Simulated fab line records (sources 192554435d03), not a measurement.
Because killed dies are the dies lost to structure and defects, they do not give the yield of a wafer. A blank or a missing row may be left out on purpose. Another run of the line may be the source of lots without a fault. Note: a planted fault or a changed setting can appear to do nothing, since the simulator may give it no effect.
Which tool is to blame?	flow n5-finfet	7 lots, 21 wafers sampled, at 9 steps of a route of 1938

## WHAT THE GAUGES READ, wafer by wafer
N5_BEOL_M4_RC_MEAS_101. Usual: DIBL_N 36.4 mV/V, standard deviation 1.4; DIBL_P 36.4 mV/V, standard deviation 1.5; IOFF_N 0.156 nA/um, standard deviation 0.022; IOFF_P 0.210 nA/um, standard deviation 0.023; ION_N 675 uA/um, standard deviation 9.1; ION_P 463 uA/um, standard deviation 5.7; SS_N 71.6 mV/dec, standard deviation 0.45; SS_P 73.3 mV/dec, standard deviation 0.56; VT_N 250 mV, standard deviation 3.1; VT_P -250.3 mV, standard deviation 2.3.
lot	measured	on	DIBL_N (mV/V)	DIBL_P (mV/V)	IOFF_N (nA/um)	IOFF_P (nA/um)	ION_N (uA/um)	ION_P (uA/um)	SS_N (mV/dec)	SS_P (mV/dec)	VT_N (mV)	VT_P (mV)	flag
L273	day 9 10:19	prober-01	36.4 34.4 35.7	38.4 36.0 37.3	0.172 0.147 0.159	0.220 0.183 0.201	680 676 680	464 466 463	71.4 71.8 71.4	73.1 73.3 73.2	248 251 252	-247.6 -254.1 -251.3	
L276	day 10 05:55	prober-01	34.3 34.1 35.5	35.6 34.4 36.1	0.126 0.120 0.141	0.196 0.192 0.218	674 677 673	469 472 472	70.8 71.4 71.5	72.6 72.4 73.1	250 254 248	-251.6 -249.2 -245.6	
L280	day 11 01:58	prober-01	36.7 38.2 35.7	39.1 40.0 37.9	0.176 0.215 0.169	0.239 0.259 0.216	683 691 676	470 466 460	72.3 71.8 71.2	74.5 73.4 73.3	245 243 245	-248.6 -246.6 -248.6	
L281	day 11 09:09	prober-01	36.8 36.9 35.2	37.6 37.7 36.0	0.161 0.157 0.137	0.204 0.212 0.183	683 670 667	463 457 458	71.3 71.6 71.2	72.9 73.1 73.0	250 253 253	-250.2 -247.6 -249.6	
L285	day 12 11:01	prober-01	39.9 36.8 38.7	36.8 32.7 35.2	0.185 0.114 0.155	0.245 0.179 0.214	683 657 676	464 461 465	70.8 70.9 71.2	73.8 72.2 73.6	248 254 250	-249.2 -251.9 -249.4	
L288	day 13 01:37	prober-01	37.7 37.9 38.8	38.4 38.2 40.0	0.171 0.176 0.190	0.213 0.225 0.240	681 681 691	467 465 463	71.7 72.3 71.6	73.4 73.7 73.7	250 249 249	-251.3 -249.6 -248.2	
L292	day 14 03:29	prober-02	35.8 34.8 35.5	35.7 34.3 35.9	0.152 0.131 0.142	0.211 0.188 0.224	673 672 673	468 465 467	71.3 71.2 71.6	73.6 73.3 73.2	252 251 252	-248.7 -250.2 -248.7	

N5_BEOL_M6_RS_MEAS_57: a four-point-probe measurement. Usual: M6_RS gives 0.288 ohm/sq (standard deviation 0.0072).
lot	measured	on	M6_RS (ohm/sq)	flag
L273	day 10 05:55	film-metro-02	0.290 0.295 0.290	
L276	day 11 02:56	film-metro-02	0.288 0.290 0.292	
L280	day 12 01:23	film-metro-02	0.284 0.289 0.289	
L281	day 12 09:23	film-metro-01	0.276 0.287 0.281	
L285	day 13 05:48	film-metro-01	0.303 0.294 0.300	
L288	day 14 02:08	film-metro-01	0.290 0.302 0.283	
L292	day 14 21:42	film-metro-02	0.285 0.284 0.288	

N5_BEOL_M7_CD_MEAS_18: pitch 80 nm, target cd 40 nm. Usual: cd-nm 39.9 nm, standard deviation 0.51.
lot	measured	on	cd-nm (nm)	flag
L273	day 10 10:16	cd-sem-02	39.3 39.2 40.3	
L276	day 11 06:14	cd-sem-02	39.9 40.2 40.4	
L280	day 12 06:11	cd-sem-02	39.6 - 40.2	
L281	day 12 11:39	cd-sem-01	- 39.7 39.3	
L285	day 13 09:00	cd-sem-02	40.2 40.4 40.5	
L288	day 14 05:35	cd-sem-01	39.7 38.8 39.6	
L292	day 14 23:59	cd-sem-02	39.2 39.2 39.4	

N5_BEOL_M7_OCD_MEAS_38. Usual: trench-depth-nm 93.5 nm, standard deviation 1.4.
lot	measured	on	trench-depth-nm (nm)	flag
L273	day 10 13:49	ocd-01	95.7 92.1 95.0	
L276	day 11 10:38	ocd-01	92.6 92.3 93.3	
L280	day 12 10:16	ocd-02	94.2 0.1 90.7	OFF
L281	day 12 12:31	ocd-01	0.1 93.9 95.5	OFF
L285	day 13 10:10	ocd-01	94.7 90.6 95.8	
L288	day 14 06:55	ocd-01	91.3 95.3 91.8	
L292	day 15 02:13	ocd-01	96.1 94.2 94.0	

N5_BEOL_M7_CD_MEAS_35 targets a cd of 40 nm. Usual: cd-nm 39.9 nm, standard deviation 0.49.
lot	measured	on	cd-nm (nm)	flag
L273	day 10 13:58	cd-sem-03	39.1 39.2 39.8	
L276	day 11 10:47	cd-sem-01	40.5 40.7 40.4	
L280	day 12 10:31	cd-sem-02	39.3 - 39.4	
L281	day 12 12:40	cd-sem-03	- 39.5 39.4	
L285	day 13 10:19	cd-sem-01	39.9 40.1 40.3	
L288	day 14 07:05	cd-sem-03	39.8 39.1 39.1	
L292	day 15 02:23	cd-sem-02	39.4 39.2 39.7	

## TOOL THAT RAN EACH LOT (tool first, then ch and the chambers of the sampled wafers, then the start)
lot	N5_BEOL_M7_PECVD_70	N5_BEOL_M7_ETCH_62	N5_BEOL_M7_STRIP_19	N5_BEOL_M7_VIA_ETCH_34
L273	pecvd-04 ch 0,1,2, day 10 06:35	rie-diel-04 ch 1,2,3, day 10 09:42	rie-diel-04 ch 0,1,2, day 10 10:12	rie-diel-06 ch 0,2,3, day 10 13:34
L276	pecvd-03 ch 0,2, day 11 03:37	rie-diel-04 ch 1,2,3, day 11 05:51	rie-diel-01 ch 0,1,3, day 11 06:10	rie-diel-04 ch 2,3, day 11 10:23
L280	pecvd-03 ch 1,2, day 12 02:53	rie-diel-04 ch 0,2,3, day 12 05:48	rie-diel-04 ch 1,2,3, day 12 06:07	rie-diel-06 ch 0,2,3, day 12 10:01
L281	pecvd-04 ch 0,1,2, day 12 10:32	rie-diel-04 ch 0,2,3, day 12 11:17	rie-diel-04 ch 2,3, day 12 11:35	rie-diel-04 ch 0,1,3, day 12 12:16
L285	pecvd-02 ch 1,2, day 13 06:29	rie-diel-01 ch 0,1,2, day 13 08:32	rie-diel-06 ch 0,1,2, day 13 08:56	rie-diel-06 ch 2,3, day 13 09:55
L288	pecvd-04 ch 1,2, day 14 02:49	rie-diel-06 ch 0,2,3, day 14 05:13	rie-diel-04 ch 1,2, day 14 05:31	rie-diel-06 ch 0,1,3, day 14 06:40
L292	pecvd-04 ch 0,2, day 14 22:23	rie-diel-06 ch 0,2, day 14 23:37	rie-diel-01 ch 1,2, day 14 23:55	rie-diel-06 ch 0,2, day 15 01:58
- N5_BEOL_M7_PECVD_70: deposits SiO2 from TEOS/O2, target thk 20 nm, time 22.7 s.
- N5_BEOL_M7_ETCH_62: etches SOC in N2/H2, target depth 110 nm, overetch 22 nm, time 165 s.
- N5_BEOL_M7_STRIP_19: strips in O2.
- N5_BEOL_M7_VIA_ETCH_34: etches SiCOH lowk in C4F6/O2, target depth 125.5 nm, time 50.5 s.

## AS READ BY THE TOOLS THEMSELVES (means over the sampled wafers that have a number; for cases with no such wafer, the mark the record gives instead)
N5_BEOL_M7_PECVD_70. Usual: heater-power-outer-w 416 W, standard deviation 70; heater-power-w 705 W, standard deviation 96; showerhead-plenum-p-Torr 8.76 Torr, standard deviation 0.044; throttle-valve-pct 22.3 %, standard deviation 0.53.
lot	tool	heater-power-outer-w (W)	heater-power-w (W)	showerhead-plenum-p-Torr (Torr)	throttle-valve-pct (%)	flag
L273	pecvd-04	405	697	8.72	22.2	
L276	pecvd-03	402	692	8.81	22.8	
L280	pecvd-03	453	753	8.73	22.5	
L281	pecvd-04	355	621	8.74	22.3	
L285	pecvd-02	461	723	8.79	21.5	
L288	pecvd-04	307	537	8.71	22.4	
L292	pecvd-04	422	727	8.75	22.2	

N5_BEOL_M7_ETCH_62. Usual: drypump-motor-current-A 5.7 A, standard deviation 0.62; oes-product-au 0.67 a.u., standard deviation 0.056; rf-vpp-V 523.9 V, standard deviation 2.5; showerhead-plenum-p-Torr 2.54 Torr, standard deviation 0.085; throttle-valve-pct 17.83 %, standard deviation 0.2.
lot	tool	drypump-motor-current-A (A)	oes-product-au (a.u.)	rf-vpp-V (V)	showerhead-plenum-p-Torr (Torr)	throttle-valve-pct (%)	flag
L273	rie-diel-04	6.0	0.67	524.9	2.56	17.87	
L276	rie-diel-04	6.0	0.67	524.1	2.56	17.89	
L280	rie-diel-04	5.8	0.69	525.1	2.57	17.78	
L281	rie-diel-04	5.8	0.69	524.6	2.57	17.79	
L285	rie-diel-01	5.7	0.65	522.5	2.52	17.81	
L288	rie-diel-06	6.0	0.68	523.3	2.52	17.97	
L292	rie-diel-06	6.5	0.71	525.5	2.58	17.86	

N5_BEOL_M7_STRIP_19. Usual: drypump-motor-current-A 5.8 A, standard deviation 0.6; oes-product-au 0.81 a.u., standard deviation 0.074; rf-vpp-V 3.6 V, standard deviation 0.6; showerhead-plenum-p-Torr 2.11 Torr, standard deviation 0.073; throttle-valve-pct 16.67 %, standard deviation 0.2.
lot	tool	drypump-motor-current-A (A)	oes-product-au (a.u.)	rf-vpp-V (V)	showerhead-plenum-p-Torr (Torr)	throttle-valve-pct (%)	flag
L273	rie-diel-04	5.8	0.81	4.1	2.15	16.70	
L276	rie-diel-01	5.8	0.83	3.5	2.10	16.48	
L280	rie-diel-04	6.0	0.79	3.1	2.11	16.73	
L281	rie-diel-04	6.0	0.82	3.8	2.10	16.65	
L285	rie-diel-06	5.9	0.82	3.3	2.11	16.64	
L288	rie-diel-04	6.0	0.74	3.8	2.12	16.84	
L292	rie-diel-01	6.2	0.75	3.8	2.07	16.70	

N5_BEOL_M7_VIA_ETCH_34. Usual: drypump-motor-current-A 5.8 A, standard deviation 0.62; oes_f_703_au 0.80 a.u., standard deviation 0.072; oes-product-au 0.80 a.u., standard deviation 0.074; rf-vpp-V 669 V, standard deviation 6.6; showerhead-plenum-p-Torr 2.85 Torr, standard deviation 0.089; throttle-valve-pct 20.91 %, standard deviation 0.19.
lot	tool	drypump-motor-current-A (A)	oes_f_703_au (a.u.)	oes-product-au (a.u.)	rf-vpp-V (V)	showerhead-plenum-p-Torr (Torr)	throttle-valve-pct (%)	flag
L273	rie-diel-06	6.0	0.82	0.83	669	2.84	20.96	
L276	rie-diel-04	6.0	0.82	0.82	672	2.84	20.83	
L280	rie-diel-06	6.0	0.81	0.63	669	2.83	20.93	
L281	rie-diel-04	5.7	0.83	0.65	670	2.95	20.77	
L285	rie-diel-06	6.1	0.80	0.82	673	2.83	21.08	
L288	rie-diel-06	5.5	0.73	0.74	670	2.80	21.01	
L292	rie-diel-06	6.5	0.84	0.85	672	2.89	20.91	

## THE ANSWER, worked out from the rows above alone
Rule: a lot is off if the mean of its wafers that have a number lies more than 3 standard deviations from the usual mean. A lot without any number at a reading at which 4 lots or more have one is off too. Any other lot the step has rows for is counted as sound. First the gauges in route order, then the tools' own readings, where a lot's mean is used as printed above. At the first step where some lot is off, the reading lying furthest off is the one used; lots without a number count as furthest.
Off at N5_BEOL_M7_OCD_MEAS_38 (trench-depth-nm): L280, L281.
A tool fits if, at a process step before that reading, it ran every lot that is off, and no sound lot after the first of them. The gauges at N5_BEOL_M7_OCD_MEAS_38 are tried like those tools. One fits: rie-diel-04 at N5_BEOL_M7_ETCH_62. A fault onset in the window from L276 (day 11 05:51, its last sound lot) to L280 (day 12 05:48, its first lot off) fits.

## WHAT THE SIMULATOR HAD PUT IN
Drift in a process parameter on rie-diel-04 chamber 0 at N5_BEOL_M7_ETCH_62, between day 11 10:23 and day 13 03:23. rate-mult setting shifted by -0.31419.
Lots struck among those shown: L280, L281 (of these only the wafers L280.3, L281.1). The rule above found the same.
